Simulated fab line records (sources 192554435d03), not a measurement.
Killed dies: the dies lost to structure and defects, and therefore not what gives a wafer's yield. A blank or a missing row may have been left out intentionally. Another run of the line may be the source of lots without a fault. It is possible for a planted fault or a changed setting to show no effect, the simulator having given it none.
fab line records    flow n5Finfet
record lots=15  wafers=45  lastDay=18
route steps=1938 shown BEOL_M7@1326 BEOL_M8@1362
lots untouched by any fault: they come from a run of this same line in which no faults occurred
startH: the number of hours between the record's first day and the start of the first shown wafer of the lot    waitH: hours elapsed since this lot's preceding step    " unchanged from the row above    L1.1+2: one row covering several wafers at once    - no value, or no start was given    * or withheld: withheld    < > ~ a bound
route shown NAME@n: a module of which the file shows steps, and the number in the route of the first    usual: the fault-free wafers' mean and standard deviation    same: alike in all rows    chamber/n: place in a boat    sites: per-site readings    _std_site: the standard deviation of these    _edge_site: inner sites' mean taken away from outer sites' mean    radiusMm: how far each site lies from the wafer's centre    mask NAME#n: copy n    behind: the last tool/chamber to shape the wafer    hold: reason for holding the lot/hours on hold/outcome of the hold    device: the transistor (n, p or np) that didn't switch    end of line: tests run on the same wafers once the route is complete    where a step has no rows: the recipe by itself    killed: at the first sort, the dies lost to defects and structure; wafer yield is something else    map: per-die view of a wafer (x killed, . not killed, _ where there is no die)
set.NAME: the run value of the setting; set.NAME@STEP: its run value at that earlier step    model.NAME: the simulator's own value behind a step, which no gauge read
route steps across a sampled set of lots; one table per step, one row per wafer
services: from which hour (startH, from the record's first day; less than 0 if before it) a tool's chamber was out of use, for how many hours, and why
## steps
# step N5_BEOL_M7_CMP_52
# recipe stopOn=SiCOH_lowk  tOverpolishS=6.9  downForcePsi=1  platenRpm=50  clearingPlatenDownForcePsi=1.5  clearingPlatenRpm=50  postCmpClean=cuAlkaline  targetThkNm=80  clearingPlatenPadVelocityMS=0.99484  padVelocityMS=0.99484
# usual barrierFieldEndpointS=28.6/0.74  motorCurrentA=6.1/0.6  overpolishRunS=6.901/0.0091  timeToEndpointS=61/3.4
lot.wafer  tool    chamber  startH  waitH  barrierFieldEndpointS  motorCurrentA  overpolishRunS  timeToEndpointS
L281.2     cmp-01  2        218.43  0.2    29.3                   5.4            6.894           62
L281.1     "       0        "       "      29.0                   5.0            6.898           65
L281.3     "       1        "       "      29.2                   6.8            6.925           65
L282.3     cmp-03  3        218.97  0.3    29.2                   6.3            6.892           60
L282.6     "       1        "       "      29.2                   5.9            6.892           64
L282.5     "       2        "       "      29.9                   6.4            6.901           69
L284.4     cmp-01  2        230.61  0.2    29.2                   5.7            6.896           64
L284.2     "       3        "       "      29.9                   6.9            6.902           71
L284.5     "       1        "       "      29.2                   6.2            6.899           61
L287.2     cmp-03  3        251.96  0.3    27.5                   6.4            6.901           60
L287.6     "       1        "       "      28.3                   5.7            6.902           62
L287.5     "       2        "       "      28.4                   6.3            6.919           64
L286.3     cmp-02  1        252.04  0.2    28.5                   6.7            6.908           60
L286.1     "       2        "       "      27.2                   5.9            6.920           57
L286.6     "       0        "       "      28.3                   5.0            6.892           59
L288.3     cmp-03  3        269.12  0.2    27.9                   6.9            6.908           58
L288.6     "       1        "       "      29.2                   5.6            6.913           64
L288.5     "       2        "       "      29.6                   6.5            6.895           64
L290.4     cmp-03  2        270.88  0.1    28.5                   6.6            6.908           63
L290.3     "       3        "       "      27.1                   6.3            6.904           58
L290.1     "       0        "       "      27.1                   6.4            6.882           58
L291.4     cmp-03  0        272.69  0.1    29.0                   6.7            6.891           62
L291.2     "       1        "       "      28.6                   6.2            6.897           62
L291.3     "       3        "       "      27.5                   6.8            6.893           60
L295.2     cmp-02  0        298.65  0.2    28.2                   5.1            6.885           60
L295.4     "       2        "       "      27.8                   5.9            6.914           60
L295.5     "       1        "       "      28.9                   6.6            6.901           59
L294.1     cmp-01  3        299.03  0.3    29.5                   6.6            6.893           68
L294.2     "       0        "       "      28.2                   5.0            6.900           65
L294.3     "       2        "       "      29.1                   5.3            6.892           64
L296.4     cmp-03  2        315.14  0.2    29.6                   6.8            6.903           63
L296.1     "       3        "       "      27.5                   6.6            6.892           56
L296.6     "       1        "       "      28.9                   6.1            6.898           61
L297.1     cmp-01  1        326.63  0.3    28.0                   6.8            6.901           57
L297.3     "       0        "       "      28.4                   5.0            6.903           59
L297.5     "       1        "       "      28.0                   6.7            6.904           59
L298.1     cmp-02  3        331.71  0.3    28.9                   5.6            6.913           64
L298.2     "       0        "       "      28.6                   5.3            6.901           62
L298.5     "       2        "       "      28.4                   6.1            6.896           62
L301.2     cmp-01  0        332.17  0.2    28.4                   5.1            6.908           62
L301.3     "       2        "       "      28.5                   5.4            6.911           66
L301.6     "       0        "       "      29.5                   4.9            6.901           64
L300.2     cmp-01  0        338.88  0.2    27.4                   5.0            6.901           63
L300.4     "       3        "       "      28.7                   6.7            6.891           65
L300.6     "       1        "       "      28.3                   7.1            6.913           63
# step N5_BEOL_M7_DEP_56
# recipe material=SiCN  targetThkA=100  tempC=withheld  precursor=3MS/NH3  pressureTorr=3  rfW=202  timeS=17.5
# usual rfFwdPowerW=199.6/0.79  showerheadPlenumPTorr=3.662/0.011  throttleValvePct=9.0/0.49
lot.wafer  tool      chamber  startH  waitH  rfFwdPowerW  showerheadPlenumPTorr  throttleValvePct
L281.1     pecvd-03  1        218.80  0.0    199.4        3.682                  9.6
L281.2     "         2        "       "      199.9        3.669                  8.3
L281.3     "         2        "       "      199.5        3.670                  8.5
L282.3     pecvd-01  0        219.25  0.0    199.9        3.662                  10.0
L282.5     "         1        "       "      198.9        3.642                  8.8
L282.6     "         0        "       "      200.4        3.653                  9.7
L284.2     pecvd-03  0        230.89  0.0    199.8        3.658                  9.7
L284.4     "         1        "       "      199.6        3.679                  9.4
L284.5     "         2        "       "      198.9        3.664                  8.5
L287.2     pecvd-01  2        252.24  0.0    198.3        3.660                  9.1
L287.5     "         1        "       "      200.4        3.660                  9.1
L287.6     "         2        "       "      198.9        3.654                  9.2
L286.1     pecvd-04  0        252.32  0.0    198.1        3.649                  8.9
L286.3     "         2        "       "      199.5        3.655                  8.1
L286.6     "         1        "       "      200.5        3.664                  8.8
L288.3     pecvd-04  0        269.43  0.0    198.9        3.654                  9.0
L288.5     "         0        "       "      199.7        3.649                  9.0
L288.6     "         2        "       "      199.6        3.668                  8.3
L290.1     pecvd-03  0        271.24  0.0    199.6        3.651                  9.5
L290.3     "         2        "       "      200.9        3.669                  8.4
L290.4     "         0        "       "      199.4        3.660                  9.5
L291.2     pecvd-03  1        273.05  0.0    199.6        3.673                  9.2
L291.3     "         2        "       "      199.6        3.659                  8.5
L291.4     "         0        "       "      200.6        3.664                  9.5
L295.2     pecvd-01  1        299.01  0.0    198.8        3.656                  9.0
L295.4     "         1        "       "      200.9        3.657                  9.0
L295.5     "         2        "       "      199.6        3.657                  9.2
L294.1     pecvd-03  2        299.39  0.0    200.4        3.663                  8.3
L294.2     "         1        "       "      200.2        3.691                  9.4
L294.3     "         0        "       "      200.8        3.656                  9.3
L296.1     pecvd-01  0        315.46  0.0    200.0        3.663                  9.7
L296.4     "         2        "       "      198.0        3.652                  9.1
L296.6     "         0        "       "      199.7        3.659                  10.1
L297.1     pecvd-04  2        326.99  0.0    198.7        3.665                  8.1
L297.3     "         0        "       "      198.8        3.649                  9.1
L297.5     "         2        "       "      198.1        3.668                  8.5
L298.1     pecvd-01  1        332.08  0.1    200.7        3.654                  8.9
L298.2     "         1        "       "      200.9        3.658                  9.1
L298.5     "         1        "       "      201.2        3.651                  9.1
L301.2     pecvd-04  0        332.52  0.0    199.6        3.652                  8.8
L301.3     "         1        "       "      199.7        3.670                  9.1
L301.6     "         2        "       "      199.0        3.651                  8.3
L300.2     pecvd-01  1        339.25  0.0    200.2        3.655                  8.7
L300.4     "         1        "       "      199.0        3.658                  9.0
L300.6     "         1        "       "      199.2        3.659                  8.9
# step N5_BEOL_M8_EXPOSE_25
# recipe maskId=V7  na=0.33  sourceShape=annular  sigmaInner=0.4  sigmaOuter=0.8  polarization=unpolarized  targetCdNm=40  doseMj=42.5
# usual exposureDoseMJCm2=42.36/0.045  focusOffsetNm=0.0/0.54
lot.wafer  tool           chamber  startH  waitH  mask  exposureDoseMJCm2  focusOffsetNm
L282.3     euvScanner-01  0        222.93  -      V7#0  42.39              -0.3
L282.5     "              0        "       "      V7#0  42.36              -0.5
L282.6     "              0        "       "      V7#0  42.31              0.0
L281.1     euvScanner-02  0        223.08  -      V7#0  42.29              1.0
L281.2     "              0        "       "      V7#0  42.33              0.5
L281.3     "              0        "       "      V7#0  42.28              0.2
L284.2     euvScanner-02  0        235.09  -      V7#0  42.35              1.1
L284.4     "              0        "       "      V7#0  42.37              0.3
L284.5     "              0        "       "      V7#0  42.40              1.0
L287.2     euvScanner-01  0        257.93  -      V7#0  42.37              -0.6
L287.5     "              0        "       "      V7#0  42.38              -0.8
L287.6     "              0        "       "      V7#0  42.39              -0.7
L286.1     euvScanner-01  0        257.97  -      V7#0  42.37              0.2
L286.3     "              0        "       "      V7#0  42.29              -0.1
L286.6     "              0        "       "      V7#0  42.36              0.3
L290.1     euvScanner-02  -        274.77  -      V7#0  -                  -
L290.3     "              -        "       "      V7#0  -                  -
L290.4     "              -        "       "      V7#0  -                  -
L288.3     euvScanner-02  -        274.87  -      V7#0  -                  -
L288.5     "              -        "       "      V7#0  -                  -
L288.6     "              -        "       "      V7#0  -                  -
L291.2     euvScanner-01  -        276.72  -      V7#0  -                  -
L291.3     "              -        "       "      V7#0  -                  -
L291.4     "              -        "       "      V7#0  -                  -
L294.1     euvScanner-02  0        302.14  -      V7#0  42.31              0.4
L294.2     "              0        "       "      V7#0  42.40              0.2
L294.3     "              0        "       "      V7#0  42.36              0.1
L295.2     euvScanner-01  0        302.37  -      V7#0  42.33              1.0
L295.4     "              0        "       "      V7#0  42.34              0.4
L295.5     "              0        "       "      V7#0  42.37              0.7
L296.1     euvScanner-01  0        321.01  -      V7#0  42.42              -0.6
L296.4     "              0        "       "      V7#0  42.41              -0.3
L296.6     "              0        "       "      V7#0  42.40              0.0
L297.1     euvScanner-01  0        331.38  -      V7#0  42.38              0.3
L297.3     "              0        "       "      V7#0  42.42              0.7
L297.5     "              0        "       "      V7#0  42.34              0.9
L298.1     euvScanner-01  0        334.72  -      V7#0  42.32              0.1
L298.2     "              0        "       "      V7#0  42.34              -0.1
L298.5     "              0        "       "      V7#0  42.40              0.8
L301.2     euvScanner-02  0        336.75  -      V7#0  42.36              -0.6
L301.3     "              0        "       "      V7#0  42.31              -0.6
L301.6     "              0        "       "      V7#0  42.29              -1.2
L300.2     euvScanner-02  0        343.06  -      V7#0  42.35              0.3
L300.4     "              0        "       "      V7#0  42.38              -0.5
L300.6     "              0        "       "      V7#0  42.33              -0.1
# step N5_BEOL_M8_ETCH_66
# recipe chemistry=N2/H2  target=SOC  targetDepthA=800  overetchA=160  maskMaterial=SiARC  tempC=40  timeS=120  ionEnergyEv=200  pressureMtorr=30  sourceW=840  biasW=150  n2FlowSccm=200  h2FlowSccm=200
# usual drypumpMotorCurrentA=5.7/0.71  oesProductAu=0.63/0.048  rfFwdPowerW=835/3.3  rfVppV=523.0/2.8  showerheadPlenumPTorr=2.52/0.095  throttleValvePct=17.82/0.2
lot.wafer  tool        chamber  startH  waitH  drypumpMotorCurrentA  oesProductAu  rfFwdPowerW  rfHoursCounterH  rfVppV  showerheadPlenumPTorr  throttleValvePct
L282.3     rieDiel-06  1        223.25  0.0    4.9                   0.61          827          109              521.2   2.46                   17.89
L282.5     "           3        "       "      6.7                   0.70          834          -                522.0   2.48                   17.73
L282.6     "           2        "       "      5.4                   0.54          833          -                520.2   2.41                   18.21
L281.1     rieDiel-04  0        223.41  0.0    5.5                   0.57          833          150              522.2   2.44                   17.86
L281.2     "           2        "       "      5.8                   0.53          834          244              522.6   2.51                   18.13
L281.3     "           3        "       "      5.7                   0.64          841          81               521.5   2.45                   17.94
L284.2     rieDiel-03  1        235.42  0.0    6.6                   0.51          837          247              519.1   2.41                   18.30
L284.4     "           2        "       "      4.8                   0.66          834          51               522.7   2.50                   17.59
L284.5     "           3        "       "      6.5                   0.66          838          -                528.4   2.68                   17.44
L287.2     rieDiel-03  2        258.26  0.0    4.8                   0.66          837          61               522.3   2.49                   17.59
L287.5     "           2        "       "      4.8                   0.65          838          -                521.0   2.49                   17.60
L287.6     "           0        "       "      5.0                   0.64          832          -                524.6   2.58                   17.91
L286.1     rieDiel-04  0        258.46  0.0    5.5                   0.56          832          164              522.6   2.43                   17.89
L286.3     "           3        "       "      5.7                   0.62          839          96               520.6   2.45                   17.95
L286.6     "           1        "       "      6.1                   0.62          837          -                520.5   2.47                   17.61
L290.1     rieDiel-06  0        275.10  0.0    5.2                   0.61          836          94               523.7   2.47                   17.93
L290.3     "           3        "       "      6.7                   0.68          837          43               522.8   2.48                   17.76
L290.4     "           0        "       "      5.2                   0.62          838          -                521.6   2.47                   17.93
L288.3     rieDiel-03  3        275.19  0.0    6.6                   0.65          833          58               528.7   2.68                   17.46
L288.5     "           3        "       "      6.6                   0.64          834          -                528.5   2.68                   17.48
L288.6     "           0        "       "      5.0                   0.64          834          -                523.7   2.57                   17.92
L291.2     rieDiel-03  0        277.08  0.0    5.0                   0.64          829          76               526.2   2.57                   17.93
L291.3     "           1        "       "      6.6                   0.74          840          2                526.3   2.73                   17.88
L291.4     "           2        "       "      4.8                   0.64          838          68               520.3   2.49                   17.60
L294.1     rieDiel-03  2        302.57  0.0    4.8                   0.64          836          77               521.3   2.49                   17.61
L294.2     "           0        "       "      5.0                   0.63          835          84               524.7   2.57                   17.97
L294.3     "           1        "       "      6.6                   0.72          836          10               528.6   2.73                   17.90
L295.2     rieDiel-04  3        302.78  0.0    5.6                   0.61          840          112              519.9   2.44                   17.97
L295.4     "           1        "       "      6.2                   0.61          836          93               521.5   2.47                   17.62
L295.5     "           2        "       "      5.9                   0.70          832          -                521.7   2.50                   17.69
L296.1     rieDiel-06  0        321.35  0.0    5.2                   0.61          836          112              522.2   2.46                   17.98
L296.4     "           2        "       "      5.4                   0.70          838          9                528.2   2.72                   17.81
L296.6     "           1        "       "      4.8                   0.59          837          -                521.2   2.45                   17.93
L297.1     rieDiel-06  1        331.72  0.0    4.9                   0.59          834          146              519.7   2.45                   17.95
L297.3     "           3        "       "      6.7                   0.66          838          65               522.5   2.47                   17.80
L297.5     "           0        "       "      5.2                   0.59          840          -                522.1   2.46                   17.97
L298.1     rieDiel-03  2        335.06  0.0    4.8                   0.62          839          88               521.7   2.48                   17.64
L298.2     "           1        "       "      6.6                   0.70          837          22               529.4   2.72                   17.90
L298.5     "           2        "       "      4.8                   0.63          840          -                522.6   2.48                   17.64
L301.2     rieDiel-03  1        337.12  0.0    6.6                   0.69          838          23               528.8   2.72                   17.92
L301.3     "           3        "       "      6.5                   0.62          837          79               527.4   2.67                   17.53
L301.6     "           2        "       "      4.8                   0.63          839          -                521.4   2.48                   17.63
L300.2     rieDiel-04  3        343.91  0.0    5.7                   0.60          841          127              520.3   2.43                   18.00
L300.4     "           2        "       "      5.8                   0.68          836          27               522.6   2.49                   17.70
L300.6     "           2        "       "      5.8                   0.68          837          -                523.3   2.49                   17.71
## services
tool           chamber  startH  hours  kind
euvScanner-01  -        194.71  5.8    pm
euvScanner-02  -        205.09  4.6    pm
cmp-03         -        222.36  9.7    pm
euvScanner-01  -        223.95  1.0    pm
cmp-01         -        224.07  4.0    pm
pecvd-04       -        229.27  2.6    repair
cmp-03         -        234.65  6.3    repair
cmp-03         -        242.27  2.7    repair
rieDiel-06     2        243.08  8.3    repair
euvScanner-02  -        249.46  1.0    pm
pecvd-04       1        255.80  14.1   repair
euvScanner-01  -        280.10  1.0    pm
rieDiel-04     3        281.53  2.6    repair
cmp-03         -        294.90  1.3    repair
pecvd-03       0        300.29  4.7    repair
euvScanner-02  -        305.61  1.0    pm
rieDiel-04     -        311.41  0.7    repair
cmp-01         -        319.03  0.4    repair
pecvd-03       1        319.50  25.3   repair
cmp-03         -        320.45  4.0    pm
euvScanner-02  -        321.69  5.3    repair
cmp-03         -        327.85  5.0    pm
cmp-03         -        332.90  6.2    pm
euvScanner-01  -        336.25  1.0    pm
## key
firstSign step=N5_BEOL_M8_EXPOSE_25  reading=toolRecord  direction=missing
effect none on later readings
metAt N5_BEOL_M8_EXPOSE_25
struckLots L288,L290,L291
laterRowsLeftOut L288.3,L288.5,L288.6,L290.1,L290.3,L290.4,L291.2,L291.3,L291.4
sortLeftOut L288.3,L288.5,L288.6,L290.1,L290.3,L290.4,L291.2,L291.3,L291.4
notActingAt N5_BEOL_M7_CMP_52,N5_BEOL_M7_DEP_56,N5_BEOL_M8_ETCH_66
onsetBetween 257.97 274.77
fault kind=skippedStepWhole  tool=euvScanner-01,euvScanner-02  chamber=-  onsetH=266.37  steps=N5_BEOL_M8_EXPOSE_25  scope=struckLotsOnly
# sortLeftOut: the simulated sort isn't trusted on such a fault, so these wafers' sort isn't shown, and their yield isn't known
# laterRowsLeftOut: the simulator's readings of these wafers behind a module that went badly wrong aren't trusted and aren't shown, but for the sort
